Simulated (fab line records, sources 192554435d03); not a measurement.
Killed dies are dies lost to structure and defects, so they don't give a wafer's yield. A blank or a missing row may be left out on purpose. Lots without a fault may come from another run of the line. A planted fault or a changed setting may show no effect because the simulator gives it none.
Which tool did it? | flow n5_finfet | 11 lots, 32 wafers sampled, at 2 steps of a route of 1938

WHAT THE GAUGES READ, wafer by wafer
N5_PASSIVATION_OVL_MEAS_60. Usual: TV_OVL -3 nm, standard deviation 4.8.
lot  | measured     | on         | TV_OVL (nm) | flag
L320 | day 12 01:37 | overlay-02 | 2 -5 -7     |
L321 | day 12 23:10 | overlay-02 | -9 -9 -1    |
L322 | day 12 23:28 | overlay-02 | -6 -4 -3    |
L325 | day 13 03:56 | overlay-01 | -1 -2 0     |
L323 | day 13 07:16 | overlay-02 | 2 -1 -2     |
L324 | day 13 07:26 | overlay-01 | -7 0 -3     |
L326 | day 14 02:04 | overlay-02 | -10 -3 3    |
L328 | day 13 21:57 | overlay-02 | -6 -2 -2    |
L332 | day 15 23:08 | overlay-02 | 12 3        |
L334 | day 15 19:13 | overlay-02 | -4 -1 -8    |
L335 | day 16 09:32 | overlay-02 | 5 3 -1      |

WHICH TOOL RAN EACH LOT (tool, then ch and the chambers of the sampled wafers, then the start)
lot  | N5_BEOL_M8_ECD_50
L320 | ecd_cu-02 ch 0,1, day 9 19:00
L321 | ecd_cu-01 ch 0,1, day 10 09:53
L322 | ecd_cu-02 ch 0,1, day 10 18:20
L325 | ecd_cu-01 ch 0,1, day 10 22:14
L323 | ecd_cu-01 ch 0,1, day 11 01:56
L324 | ecd_cu-02 ch 1, day 11 03:10
L326 | ecd_cu-01 ch 0, day 11 10:10
L328 | ecd_cu-02 ch 0,1, day 11 14:58
L332 | ecd_cu-02 ch 0,1, day 12 23:49
L334 | ecd_cu-01 ch 1, day 13 04:23
L335 | ecd_cu-02 ch 0,1, day 13 14:05
- N5_BEOL_M8_ECD_50: material Cu, target thk 300 nm.

WHAT THE TOOLS THEMSELVES READ (means of the sampled wafers that have a number; where no wafer has one, the mark that the record gives instead)
The record holds no such reading with a usual standard deviation.

THE ANSWER, worked out from the rows above alone
Rule: a lot is off if the mean of its wafers that have a number lies more than 3 standard deviations from the usual mean. A lot without any number at a reading at which 4 lots or more have one is off too. The other lots that the step has rows for count as sound. The gauges are gone through in route order, then the tools' own readings, and for those a lot's mean is taken as printed above. The first step at which some lot is off is used, and at that step the reading that is off furthest; a lot without a number counts as furthest.
No lot is off at any reading shown: from this, nothing can be told.

WHAT THE SIMULATOR HAD PUT IN
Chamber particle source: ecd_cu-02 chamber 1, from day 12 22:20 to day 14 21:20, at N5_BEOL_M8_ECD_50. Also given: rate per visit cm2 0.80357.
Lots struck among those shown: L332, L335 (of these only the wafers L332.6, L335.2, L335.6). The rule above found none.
